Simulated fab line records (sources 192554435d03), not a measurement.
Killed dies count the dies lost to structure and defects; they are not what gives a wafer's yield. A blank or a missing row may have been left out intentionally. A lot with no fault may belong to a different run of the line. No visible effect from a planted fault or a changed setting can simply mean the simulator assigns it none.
Lot-split experiment :: flow n5Finfet :: on a route of 1938 steps: 7 lots, 39 wafers read

== THE SPLIT ==
At N5_BEOL_M7_ETCH_66 (etches SOC in N2/H2, target depth 80 nm, overetch 16 nm, time 120 s), the setting timeS was moved away from the recipe's 120 s on 12 of the 39 wafers read, by -36.8% to +38.8%. All remaining wafers had this setting at the recipe value.

Reading taken at the split's own step.

== THE READING ==
SiARC_of_BEOL_M7_COAT_64.thkNm (the simulator's own value, which no gauge read), in nm, at N5_BEOL_M7_ETCH_66 (etches SOC in N2/H2, target depth 80 nm, overetch 16 nm, time 120 s). No usual value for it is given in the file. The 27 wafers here that ran the recipe average 6.3 nm, standard deviation 0.13 nm.

wafer: L079.2
tool, chamber at the split: rieDiel-04, 0
timeS as run, s: 120
against the recipe: recipe
SiARC_of_BEOL_M7_COAT_64.thkNm, nm: 6.2
against lot-mates on the recipe: -

wafer: L079.3
tool, chamber at the split: rieDiel-04, 3,1
timeS as run, s: 120
against the recipe: recipe
SiARC_of_BEOL_M7_COAT_64.thkNm, nm: 6.4
against lot-mates on the recipe: -

wafer: L079.5
tool, chamber at the split: rieDiel-04, 3,1
timeS as run, s: 120
against the recipe: recipe
SiARC_of_BEOL_M7_COAT_64.thkNm, nm: 6.4
against lot-mates on the recipe: -

wafer: L083.1
tool, chamber at the split: rieDiel-03, 0,0,3
timeS as run, s: 166.6
against the recipe: +38.8%
SiARC_of_BEOL_M7_COAT_64.thkNm, nm: 4.2
against lot-mates on the recipe: -2.2

wafer: L083.5
tool, chamber at the split: rieDiel-03, 0,0,3
timeS as run, s: 166.6
against the recipe: +38.8%
SiARC_of_BEOL_M7_COAT_64.thkNm, nm: 4.2
against lot-mates on the recipe: -2.2

wafer: L083.6
tool, chamber at the split: rieDiel-03, 0,0,3
timeS as run, s: 166.6
against the recipe: +38.8%
SiARC_of_BEOL_M7_COAT_64.thkNm, nm: 4.2
against lot-mates on the recipe: -2.2

wafer: L083.2
tool, chamber at the split: rieDiel-03, 1,3,2
timeS as run, s: 120
against the recipe: recipe
SiARC_of_BEOL_M7_COAT_64.thkNm, nm: 6.4
against lot-mates on the recipe: -

wafer: L083.3
tool, chamber at the split: rieDiel-03, 1,3,2
timeS as run, s: 120
against the recipe: recipe
SiARC_of_BEOL_M7_COAT_64.thkNm, nm: 6.4
against lot-mates on the recipe: -

wafer: L083.4
tool, chamber at the split: rieDiel-03, 1,3,2
timeS as run, s: 120
against the recipe: recipe
SiARC_of_BEOL_M7_COAT_64.thkNm, nm: 6.4
against lot-mates on the recipe: -

wafer: L084.1
tool, chamber at the split: rieDiel-04, 0,2
timeS as run, s: 120
against the recipe: recipe
SiARC_of_BEOL_M7_COAT_64.thkNm, nm: 6.2
against lot-mates on the recipe: -

wafer: L084.5
tool, chamber at the split: rieDiel-04, 0,2
timeS as run, s: 120
against the recipe: recipe
SiARC_of_BEOL_M7_COAT_64.thkNm, nm: 6.2
against lot-mates on the recipe: -

wafer: L084.2
tool, chamber at the split: rieDiel-04, 2,3,1
timeS as run, s: 89.2
against the recipe: -25.7%
SiARC_of_BEOL_M7_COAT_64.thkNm, nm: 7.8
against lot-mates on the recipe: +1.5

wafer: L084.3
tool, chamber at the split: rieDiel-04, 2,3,1
timeS as run, s: 89.2
against the recipe: -25.7%
SiARC_of_BEOL_M7_COAT_64.thkNm, nm: 7.8
against lot-mates on the recipe: +1.5

wafer: L084.4
tool, chamber at the split: rieDiel-04, 2,3,1
timeS as run, s: 89.2
against the recipe: -25.7%
SiARC_of_BEOL_M7_COAT_64.thkNm, nm: 7.8
against lot-mates on the recipe: +1.5

wafer: L084.6
tool, chamber at the split: rieDiel-04, 3
timeS as run, s: 120
against the recipe: recipe
SiARC_of_BEOL_M7_COAT_64.thkNm, nm: 6.4
against lot-mates on the recipe: -

wafer: L085.1
tool, chamber at the split: rieDiel-04, 3
timeS as run, s: 165.8
against the recipe: +38.2%
SiARC_of_BEOL_M7_COAT_64.thkNm, nm: 4.4
against lot-mates on the recipe: -1.9

wafer: L085.5
tool, chamber at the split: rieDiel-04, 3
timeS as run, s: 165.8
against the recipe: +38.2%
SiARC_of_BEOL_M7_COAT_64.thkNm, nm: 4.4
against lot-mates on the recipe: -1.9

wafer: L085.2
tool, chamber at the split: rieDiel-04, 2,1
timeS as run, s: 120
against the recipe: recipe
SiARC_of_BEOL_M7_COAT_64.thkNm, nm: 6.4
against lot-mates on the recipe: -

wafer: L085.4
tool, chamber at the split: rieDiel-04, 2,1
timeS as run, s: 120
against the recipe: recipe
SiARC_of_BEOL_M7_COAT_64.thkNm, nm: 6.4
against lot-mates on the recipe: -

wafer: L085.3
tool, chamber at the split: rieDiel-04, 0
timeS as run, s: 120
against the recipe: recipe
SiARC_of_BEOL_M7_COAT_64.thkNm, nm: 6.2
against lot-mates on the recipe: -

wafer: L085.6
tool, chamber at the split: rieDiel-04, 0
timeS as run, s: 165.8
against the recipe: +38.2%
SiARC_of_BEOL_M7_COAT_64.thkNm, nm: 4
against lot-mates on the recipe: -2.3

wafer: L088.1
tool, chamber at the split: rieDiel-03, 2
timeS as run, s: 120
against the recipe: recipe
SiARC_of_BEOL_M7_COAT_64.thkNm, nm: 6.2
against lot-mates on the recipe: -

wafer: L088.2
tool, chamber at the split: rieDiel-03, 3
timeS as run, s: 120
against the recipe: recipe
SiARC_of_BEOL_M7_COAT_64.thkNm, nm: 6.6
against lot-mates on the recipe: -

wafer: L088.6
tool, chamber at the split: rieDiel-03, 3
timeS as run, s: 120
against the recipe: recipe
SiARC_of_BEOL_M7_COAT_64.thkNm, nm: 6.6
against lot-mates on the recipe: -

wafer: L088.3
tool, chamber at the split: rieDiel-03, 0,1
timeS as run, s: 120
against the recipe: recipe
SiARC_of_BEOL_M7_COAT_64.thkNm, nm: 6.4
against lot-mates on the recipe: -

wafer: L088.4
tool, chamber at the split: rieDiel-03, 0,1
timeS as run, s: 120
against the recipe: recipe
SiARC_of_BEOL_M7_COAT_64.thkNm, nm: 6.4
against lot-mates on the recipe: -

wafer: L088.5
tool, chamber at the split: rieDiel-03, 2
timeS as run, s: 120
against the recipe: recipe
SiARC_of_BEOL_M7_COAT_64.thkNm, nm: 6
against lot-mates on the recipe: -

wafer: L087.1
tool, chamber at the split: rieDiel-04, 3,2,1,1
timeS as run, s: 120
against the recipe: recipe
SiARC_of_BEOL_M7_COAT_64.thkNm, nm: 6.4
against lot-mates on the recipe: -

wafer: L087.3
tool, chamber at the split: rieDiel-04, 3,2,1,1
timeS as run, s: 120
against the recipe: recipe
SiARC_of_BEOL_M7_COAT_64.thkNm, nm: 6.4
against lot-mates on the recipe: -

wafer: L087.4
tool, chamber at the split: rieDiel-04, 3,2,1,1
timeS as run, s: 120
against the recipe: recipe
SiARC_of_BEOL_M7_COAT_64.thkNm, nm: 6.4
against lot-mates on the recipe: -

wafer: L087.5
tool, chamber at the split: rieDiel-04, 3,2,1,1
timeS as run, s: 120
against the recipe: recipe
SiARC_of_BEOL_M7_COAT_64.thkNm, nm: 6.4
against lot-mates on the recipe: -

wafer: L087.2
tool, chamber at the split: rieDiel-04, 0
timeS as run, s: 120
against the recipe: recipe
SiARC_of_BEOL_M7_COAT_64.thkNm, nm: 6.2
against lot-mates on the recipe: -

wafer: L087.6
tool, chamber at the split: rieDiel-04, 0
timeS as run, s: 120
against the recipe: recipe
SiARC_of_BEOL_M7_COAT_64.thkNm, nm: 6.2
against lot-mates on the recipe: -

wafer: L092.1
tool, chamber at the split: rieDiel-04, 1,0,3
timeS as run, s: 120
against the recipe: recipe
SiARC_of_BEOL_M7_COAT_64.thkNm, nm: 6.2
against lot-mates on the recipe: -

wafer: L092.2
tool, chamber at the split: rieDiel-04, 1,0,3
timeS as run, s: 120
against the recipe: recipe
SiARC_of_BEOL_M7_COAT_64.thkNm, nm: 6.2
against lot-mates on the recipe: -

wafer: L092.3
tool, chamber at the split: rieDiel-04, 1,0,3
timeS as run, s: 120
against the recipe: recipe
SiARC_of_BEOL_M7_COAT_64.thkNm, nm: 6.2
against lot-mates on the recipe: -

wafer: L092.4
tool, chamber at the split: rieDiel-04, 2,2,3
timeS as run, s: 75.8
against the recipe: -36.8%
SiARC_of_BEOL_M7_COAT_64.thkNm, nm: 8.4
against lot-mates on the recipe: +2.2

wafer: L092.5
tool, chamber at the split: rieDiel-04, 2,2,3
timeS as run, s: 75.8
against the recipe: -36.8%
SiARC_of_BEOL_M7_COAT_64.thkNm, nm: 8.4
against lot-mates on the recipe: +2.2

wafer: L092.6
tool, chamber at the split: rieDiel-04, 2,2,3
timeS as run, s: 75.8
against the recipe: -36.8%
SiARC_of_BEOL_M7_COAT_64.thkNm, nm: 8.4
against lot-mates on the recipe: +2.2
When a row names more than one chamber, that row covers several wafers, and the file does not tell which wafer ran in which chamber.

FIT RESULTS
A straight line over all 39 wafers: SiARC_of_BEOL_M7_COAT_64.thkNm changes by -0.0553 nm for each +1% of timeS; r = -0.99; the points scatter about the line by 0.13 nm.
The same after taking each lot's own level away (the mean of its wafers on the recipe; 39 wafers): -0.0572 nm for each +1%; r = -0.99; scatter 0.12 nm.
The reading moves by 2.2 nm for the largest change in timeS, on that fit.
The span of the lots' own levels, 6.20 to 6.40 nm, comes to 1.5 times the standard deviation stated above.
The two slopes are in agreement: the lot-to-lot level therefore moves the slope only a little.
Check: with one of the wafers moved furthest among these (+38.8%) left out of the fit, the line predicts -2.2 nm for it against its lot-mates. Against them it came out at -2.2 nm.

== FURTHER SPLITS ON THESE WAFERS ==
Other splits were also applied to these wafers ahead of the reading. Each is held against what the fit with the lots' levels taken away leaves over:
other split on the same wafers: N5_BEOL_M4_TRENCH_ETCH_37 targetDepthA
wafers away from the commonest value: 12
r with SiARC_of_BEOL_M7_COAT_64.thkNm (lot level and that fit taken away): -0.04

other split on the same wafers: N5_BEOL_M4_DEP_57 timeS
wafers away from the commonest value: 15
r with SiARC_of_BEOL_M7_COAT_64.thkNm (lot level and that fit taken away): +0.22

== FILE'S OWN FIT ==
SiARC_of_BEOL_M7_COAT_64.thkNm changes by -0.0572 nm for each +1% of timeS, r = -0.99.
